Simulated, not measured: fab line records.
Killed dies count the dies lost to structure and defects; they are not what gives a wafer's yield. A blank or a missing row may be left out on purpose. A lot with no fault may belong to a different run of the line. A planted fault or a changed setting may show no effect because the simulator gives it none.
Chamber matching || flow n5-finfet || 4 sister chambers for N5_FIN_SAQP_ETCH_67 on rie-diel-04
The step etches SiNx in CH3F/O2, target depth 30 nm. 8 wafers are shown with their chamber, then 11 later ones without.

== EACH WAFER AND ITS CHAMBER ==
{"wafer": "L083.6", "chamber": 0, "showerhead-plenum-p-Torr (Torr)": 2.04, "drypump-motor-current-A (A)": 4.7}
{"wafer": "L084.2", "chamber": 1, "showerhead-plenum-p-Torr (Torr)": 2.08, "drypump-motor-current-A (A)": 6.0}
{"wafer": "L084.4", "chamber": 3, "showerhead-plenum-p-Torr (Torr)": 1.93, "drypump-motor-current-A (A)": 5.8}
{"wafer": "L084.6", "chamber": 2, "showerhead-plenum-p-Torr (Torr)": 2.04, "drypump-motor-current-A (A)": 5.8}
{"wafer": "L085.3", "chamber": 3, "showerhead-plenum-p-Torr (Torr)": 1.93, "drypump-motor-current-A (A)": 5.8}
{"wafer": "L085.4", "chamber": 1, "showerhead-plenum-p-Torr (Torr)": 2.08, "drypump-motor-current-A (A)": 5.9}
{"wafer": "L085.5", "chamber": 2, "showerhead-plenum-p-Torr (Torr)": 2.04, "drypump-motor-current-A (A)": 5.8}
{"wafer": "L086.3", "chamber": 0, "showerhead-plenum-p-Torr (Torr)": 2.03, "drypump-motor-current-A (A)": 4.8}

== WAFERS WHOSE CHAMBER IS MISSING ==
{"wafer": "L086.4", "showerhead-plenum-p-Torr (Torr)": 2.07, "drypump-motor-current-A (A)": 5.9}
{"wafer": "L086.6", "showerhead-plenum-p-Torr (Torr)": 2.03, "drypump-motor-current-A (A)": 4.7}
{"wafer": "L093.1", "showerhead-plenum-p-Torr (Torr)": 2.07, "drypump-motor-current-A (A)": 5.9}
{"wafer": "L093.5", "showerhead-plenum-p-Torr (Torr)": 2.03, "drypump-motor-current-A (A)": 4.8}
{"wafer": "L093.6", "showerhead-plenum-p-Torr (Torr)": 1.92, "drypump-motor-current-A (A)": 5.8}
{"wafer": "L094.2", "showerhead-plenum-p-Torr (Torr)": 2.07, "drypump-motor-current-A (A)": 6.0}
{"wafer": "L094.3", "showerhead-plenum-p-Torr (Torr)": 1.92, "drypump-motor-current-A (A)": 5.8}
{"wafer": "L094.6", "showerhead-plenum-p-Torr (Torr)": 2.07, "drypump-motor-current-A (A)": 5.9}
{"wafer": "L096.1", "showerhead-plenum-p-Torr (Torr)": 2.03, "drypump-motor-current-A (A)": 4.7}
{"wafer": "L096.3", "showerhead-plenum-p-Torr (Torr)": 2.07, "drypump-motor-current-A (A)": 5.9}
{"wafer": "L096.5", "showerhead-plenum-p-Torr (Torr)": 2.03, "drypump-motor-current-A (A)": 4.8}

== THE CHAMBER EACH PASSED THROUGH ==
{"wafer": "L086.4", "from the rows above": 1, "in truth": 1}
{"wafer": "L086.6", "from the rows above": 0, "in truth": 0}
{"wafer": "L093.1", "from the rows above": 1, "in truth": 1}
{"wafer": "L093.5", "from the rows above": 0, "in truth": 0}
{"wafer": "L093.6", "from the rows above": 3, "in truth": 3}
{"wafer": "L094.2", "from the rows above": 1, "in truth": 1}
{"wafer": "L094.3", "from the rows above": 3, "in truth": 3}
{"wafer": "L094.6", "from the rows above": 1, "in truth": 1}
{"wafer": "L096.1", "from the rows above": 0, "in truth": 0}
{"wafer": "L096.3", "from the rows above": 1, "in truth": 1}
{"wafer": "L096.5", "from the rows above": 0, "in truth": 0}
Correctly placed: 11 of 11. From these rows, 0 cannot be placed. Number placed wrongly: 0.
How it was worked out, from the rows above alone: a wafer's distance from a chamber is the root of the sum, over the readings, of the square of ((its reading less the chamber's mean) divided by the reading's scatter). The wafer belongs to the nearest chamber; if the next one is less than 2 further off, it can't be placed. Each chamber's mean is taken over the wafers shown for it. The scatter: take each reading less its chamber's mean, square it, sum over the shown wafers, divide by the number of wafers less the number of chambers, and take the root.
